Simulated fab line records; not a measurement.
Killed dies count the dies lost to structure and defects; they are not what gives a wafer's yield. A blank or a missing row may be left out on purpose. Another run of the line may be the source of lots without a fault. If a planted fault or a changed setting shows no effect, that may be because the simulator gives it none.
Which tool did it? / flow nand-harc / Sampling: 13 lots, 39 wafers, 6 of 1159 route steps

## WHAT THE GAUGES SHOWED, per wafer
NHARC_P_ZERO_WELL_CD_MEAS_37 targets a cd of 720 nm. Usual: cd-nm at 720.1 nm, with a standard deviation of 1.2.
lot=L759; measured=day 1 16:11; on=cd-sem-03; cd-nm (nm)=720.1 720.5 720.6; flag=
lot=L760; measured=day 1 22:15; on=cd-sem-03; cd-nm (nm)=720.1 720.0 718.4; flag=
lot=L761; measured=day 2 03:51; on=cd-sem-02; cd-nm (nm)=720.6 719.8 719.0; flag=
lot=L762; measured=day 2 10:16; on=cd-sem-03; cd-nm (nm)=719.6 718.4 719.0; flag=
lot=L763; measured=day 2 16:14; on=cd-sem-01; cd-nm (nm)=720.4 718.5 717.8; flag=
lot=L764; measured=day 2 22:08; on=cd-sem-02; cd-nm (nm)=721.9 722.9 720.5; flag=
lot=L766; measured=day 3 10:10; on=cd-sem-01; cd-nm (nm)=- - -; flag=OFF
lot=L774; measured=day 5 10:10; on=cd-sem-01; cd-nm (nm)=720.2 720.8 721.6; flag=
lot=L777; measured=day 6 03:52; on=cd-sem-03; cd-nm (nm)=720.7 719.6 721.1; flag=
lot=L778; measured=day 6 10:05; on=cd-sem-03; cd-nm (nm)=719.9 720.7 720.9; flag=
lot=L779; measured=day 6 16:20; on=cd-sem-01; cd-nm (nm)=719.5 721.9 719.7; flag=
lot=L780; measured=day 6 22:25; on=cd-sem-03; cd-nm (nm)=722.1 719.5 721.8; flag=
lot=L781; measured=day 7 04:07; on=cd-sem-02; cd-nm (nm)=721.0 721.3 721.8; flag=

NHARC_P_STI_INSPECT_11. Usual: raw-defect-count at 5.8, with a standard deviation of 2.8.
lot=L759; measured=day 2 15:52; on=defect-inspect-01; raw-defect-count=6 7 6; flag=
lot=L760; measured=day 2 15:42; on=defect-inspect-01; raw-defect-count=2 8 5; flag=
lot=L761; measured=day 3 02:52; on=defect-inspect-01; raw-defect-count=2 6 3; flag=
lot=L762; measured=day 3 02:42; on=defect-inspect-01; raw-defect-count=4 5 4; flag=
lot=L763; measured=day 3 11:04; on=defect-inspect-02; raw-defect-count=7 6 4; flag=
lot=L764; measured=day 3 17:01; on=defect-inspect-01; raw-defect-count=8 11 9; flag=
lot=L774; measured=day 6 02:02; on=defect-inspect-02; raw-defect-count=9 6 11; flag=
lot=L777; measured=day 6 22:38; on=defect-inspect-01; raw-defect-count=7 6 7; flag=
lot=L778; measured=day 7 05:00; on=defect-inspect-01; raw-defect-count=2 5 11; flag=
lot=L779; measured=day 7 11:03; on=defect-inspect-02; raw-defect-count=6 3 8; flag=
lot=L780; measured=day 7 17:25; on=defect-inspect-01; raw-defect-count=5 6 6; flag=
lot=L781; measured=day 7 23:10; on=defect-inspect-02; raw-defect-count=6 7 9; flag=

NHARC_END_SORT_01. Usual: killed-at-array 26, standard deviation 9.6; killed-at-other 0.7, standard deviation 0.92; killed-at-periphery 3.8, standard deviation 2.7; killed-dies 31, standard deviation 10; killed-open 3.3, standard deviation 1.7; killed-short 1.8, standard deviation 1.3.
lot=L766; measured=day 20 21:44; on=prober-02; killed-at-array=16 26 20; killed-at-other=0 0 2; killed-at-periphery=661 651 655; killed-dies=677 677 677; killed-open=3 5 3; killed-short=0 1 1; flag=OFF

## TOOL THAT RAN EACH LOT (tool first, then ch and the chambers of the sampled wafers, then the start)
lot=L759; NHARC_P_ZERO_WELL_EXPOSE_34=krf-scanner-03 ch 0, day 1 16:02; NHARC_P_GATE_STRIP_75=plasma-asher-02 ch 0,1, day 5 03:19; NHARC_P_GATE_DESCUM_93=rie-diel-07 ch 2,3, day 5 05:51
lot=L760; NHARC_P_ZERO_WELL_EXPOSE_34=krf-scanner-01 ch 0, day 1 22:05; NHARC_P_GATE_STRIP_75=plasma-asher-02 ch 0,1, day 5 04:03; NHARC_P_GATE_DESCUM_93=rie-diel-01 ch 1,2,3, day 5 06:52
lot=L761; NHARC_P_ZERO_WELL_EXPOSE_34=krf-scanner-01 ch 0, day 2 03:42; NHARC_P_GATE_STRIP_75=plasma-asher-02 ch 0,1, day 5 22:37; NHARC_P_GATE_DESCUM_93=rie-diel-01 ch 0,1, day 6 01:25
lot=L762; NHARC_P_ZERO_WELL_EXPOSE_34=krf-scanner-02 ch 0, day 2 10:07; NHARC_P_GATE_STRIP_75=plasma-asher-02 ch 0,1, day 5 21:58; NHARC_P_GATE_DESCUM_93=rie-diel-01 ch 2,3, day 6 00:47
lot=L763; NHARC_P_ZERO_WELL_EXPOSE_34=krf-scanner-03 ch 0, day 2 16:04; NHARC_P_GATE_STRIP_75=plasma-asher-02 ch 0,1, day 6 05:24; NHARC_P_GATE_DESCUM_93=rie-diel-07 ch 1,2,3, day 6 08:07
lot=L764; NHARC_P_ZERO_WELL_EXPOSE_34=krf-scanner-02 ch 0, day 2 21:59; NHARC_P_GATE_STRIP_75=plasma-asher-02 ch 0,1, day 6 11:31; NHARC_P_GATE_DESCUM_93=rie-diel-07 ch 0,2, day 6 14:20
lot=L766; NHARC_P_ZERO_WELL_EXPOSE_34=krf-scanner-03 ch 0, day 3 10:01; NHARC_P_GATE_STRIP_75=-; NHARC_P_GATE_DESCUM_93=-
lot=L774; NHARC_P_ZERO_WELL_EXPOSE_34=krf-scanner-02 ch 0, day 5 10:01; NHARC_P_GATE_STRIP_75=plasma-asher-01 ch 0,1, day 8 20:38; NHARC_P_GATE_DESCUM_93=rie-diel-01 ch 0,1, day 8 23:41
lot=L777; NHARC_P_ZERO_WELL_EXPOSE_34=krf-scanner-02 ch 0, day 6 03:43; NHARC_P_GATE_STRIP_75=plasma-asher-02 ch 0,1, day 9 18:12; NHARC_P_GATE_DESCUM_93=rie-diel-01 ch 0,2,3, day 9 21:04
lot=L778; NHARC_P_ZERO_WELL_EXPOSE_34=krf-scanner-02 ch 0, day 6 09:56; NHARC_P_GATE_STRIP_75=plasma-asher-02 ch 0,1, day 10 01:55; NHARC_P_GATE_DESCUM_93=rie-diel-01 ch 1,3, day 10 04:44
lot=L779; NHARC_P_ZERO_WELL_EXPOSE_34=krf-scanner-01 ch 0, day 6 16:11; NHARC_P_GATE_STRIP_75=plasma-asher-02 ch 0,1, day 10 06:41; NHARC_P_GATE_DESCUM_93=rie-diel-01 ch 0,1,3, day 10 09:31
lot=L780; NHARC_P_ZERO_WELL_EXPOSE_34=krf-scanner-03 ch 0, day 6 22:15; NHARC_P_GATE_STRIP_75=plasma-asher-01 ch 0,1, day 10 14:07; NHARC_P_GATE_DESCUM_93=rie-diel-01 ch 0,1,3, day 10 16:51
lot=L781; NHARC_P_ZERO_WELL_EXPOSE_34=krf-scanner-03 ch 0, day 7 03:58; NHARC_P_GATE_STRIP_75=plasma-asher-02 ch 0,1, day 10 18:24; NHARC_P_GATE_DESCUM_93=rie-diel-07 ch 0,2,3, day 10 21:22
- NHARC_P_ZERO_WELL_EXPOSE_34: exposes mask P PWELL, target cd 720 nm.
- NHARC_P_GATE_STRIP_75: strips in O2.
- NHARC_P_GATE_DESCUM_93: chemistry O2, time 3 s.

## AS READ BY THE TOOLS THEMSELVES (means over the sampled wafers that have a number; for cases with no such wafer, the mark the record gives instead)
NHARC_P_GATE_STRIP_75. Usual: drypump-motor-current-A 5.8 A, standard deviation 0.38; heater-power-w 302 W, standard deviation 25.
lot=L759; tool=plasma-asher-02; drypump-motor-current-A (A)=6.0; heater-power-w (W)=320; flag=
lot=L760; tool=plasma-asher-02; drypump-motor-current-A (A)=6.0; heater-power-w (W)=317; flag=
lot=L761; tool=plasma-asher-02; drypump-motor-current-A (A)=5.9; heater-power-w (W)=303; flag=
lot=L762; tool=plasma-asher-02; drypump-motor-current-A (A)=5.9; heater-power-w (W)=308; flag=
lot=L763; tool=plasma-asher-02; drypump-motor-current-A (A)=6.0; heater-power-w (W)=315; flag=
lot=L764; tool=plasma-asher-02; drypump-motor-current-A (A)=5.9; heater-power-w (W)=306; flag=
lot=L774; tool=plasma-asher-01; drypump-motor-current-A (A)=5.5; heater-power-w (W)=290; flag=
lot=L777; tool=plasma-asher-02; drypump-motor-current-A (A)=6.0; heater-power-w (W)=330; flag=
lot=L778; tool=plasma-asher-02; drypump-motor-current-A (A)=5.9; heater-power-w (W)=301; flag=
lot=L779; tool=plasma-asher-02; drypump-motor-current-A (A)=5.9; heater-power-w (W)=302; flag=
lot=L780; tool=plasma-asher-01; drypump-motor-current-A (A)=5.9; heater-power-w (W)=282; flag=
lot=L781; tool=plasma-asher-02; drypump-motor-current-A (A)=5.9; heater-power-w (W)=301; flag=

NHARC_P_GATE_DESCUM_93. Usual: drypump-motor-current-A 5.74 A, standard deviation 0.25; oes-product-au 1.001 a.u., standard deviation 0.0079; rf-vpp-V 58.0 V, standard deviation 0.9; showerhead-plenum-p-Torr 1.95 Torr, standard deviation 0.085; throttle-valve-pct 11.310 %, standard deviation 0.0086.
lot=L759; tool=rie-diel-07; drypump-motor-current-A (A)=5.56; oes-product-au (a.u.)=1.010; rf-vpp-V (V)=58.1; showerhead-plenum-p-Torr (Torr)=1.97; throttle-valve-pct (%)=11.313; flag=
lot=L760; tool=rie-diel-01; drypump-motor-current-A (A)=5.75; oes-product-au (a.u.)=1.000; rf-vpp-V (V)=57.7; showerhead-plenum-p-Torr (Torr)=1.94; throttle-valve-pct (%)=11.308; flag=
lot=L761; tool=rie-diel-01; drypump-motor-current-A (A)=6.08; oes-product-au (a.u.)=0.999; rf-vpp-V (V)=58.6; showerhead-plenum-p-Torr (Torr)=1.98; throttle-valve-pct (%)=11.307; flag=
lot=L762; tool=rie-diel-01; drypump-motor-current-A (A)=5.70; oes-product-au (a.u.)=1.003; rf-vpp-V (V)=57.9; showerhead-plenum-p-Torr (Torr)=1.94; throttle-valve-pct (%)=11.303; flag=
lot=L763; tool=rie-diel-07; drypump-motor-current-A (A)=5.57; oes-product-au (a.u.)=0.998; rf-vpp-V (V)=58.1; showerhead-plenum-p-Torr (Torr)=1.96; throttle-valve-pct (%)=11.311; flag=
lot=L764; tool=rie-diel-07; drypump-motor-current-A (A)=5.68; oes-product-au (a.u.)=0.996; rf-vpp-V (V)=58.2; showerhead-plenum-p-Torr (Torr)=2.00; throttle-valve-pct (%)=11.297; flag=
lot=L774; tool=rie-diel-01; drypump-motor-current-A (A)=6.05; oes-product-au (a.u.)=1.005; rf-vpp-V (V)=58.1; showerhead-plenum-p-Torr (Torr)=1.98; throttle-valve-pct (%)=11.310; flag=
lot=L777; tool=rie-diel-01; drypump-motor-current-A (A)=5.85; oes-product-au (a.u.)=1.004; rf-vpp-V (V)=59.3; showerhead-plenum-p-Torr (Torr)=1.91; throttle-valve-pct (%)=11.316; flag=
lot=L778; tool=rie-diel-01; drypump-motor-current-A (A)=5.74; oes-product-au (a.u.)=1.008; rf-vpp-V (V)=57.4; showerhead-plenum-p-Torr (Torr)=1.85; throttle-valve-pct (%)=11.312; flag=
lot=L779; tool=rie-diel-01; drypump-motor-current-A (A)=5.90; oes-product-au (a.u.)=1.004; rf-vpp-V (V)=57.8; showerhead-plenum-p-Torr (Torr)=1.91; throttle-valve-pct (%)=11.307; flag=
lot=L780; tool=rie-diel-01; drypump-motor-current-A (A)=5.92; oes-product-au (a.u.)=1.005; rf-vpp-V (V)=57.9; showerhead-plenum-p-Torr (Torr)=1.91; throttle-valve-pct (%)=11.312; flag=
lot=L781; tool=rie-diel-07; drypump-motor-current-A (A)=5.59; oes-product-au (a.u.)=1.000; rf-vpp-V (V)=57.7; showerhead-plenum-p-Torr (Torr)=1.97; throttle-valve-pct (%)=11.305; flag=

## THE ANSWER, worked out from the rows above alone
Rule: take the mean of a lot's wafers that have a number; if it is more than 3 standard deviations from the usual mean, the lot is off. A lot without any number at a reading at which 4 lots or more have one is off too. Any other lot the step has rows for is counted as sound. First the gauges in route order, then the tools' own readings, where a lot's mean is used as printed above. At the first step where some lot is off, the reading lying furthest off is the one used; lots without a number count as furthest.
Off at NHARC_P_ZERO_WELL_CD_MEAS_37 (cd-nm): L766. Without a number there: L766.
If a tool, at a process step before that reading, ran all the lots that are off and no sound lot after the first of them, it fits. The gauges at NHARC_P_ZERO_WELL_CD_MEAS_37 aren't tried: what is off there is off at NHARC_END_SORT_01 too, on other tools, and a gauge's error can't cause that. No candidate that was tried fits.

## WHAT WAS PUT IN BY THE SIMULATOR
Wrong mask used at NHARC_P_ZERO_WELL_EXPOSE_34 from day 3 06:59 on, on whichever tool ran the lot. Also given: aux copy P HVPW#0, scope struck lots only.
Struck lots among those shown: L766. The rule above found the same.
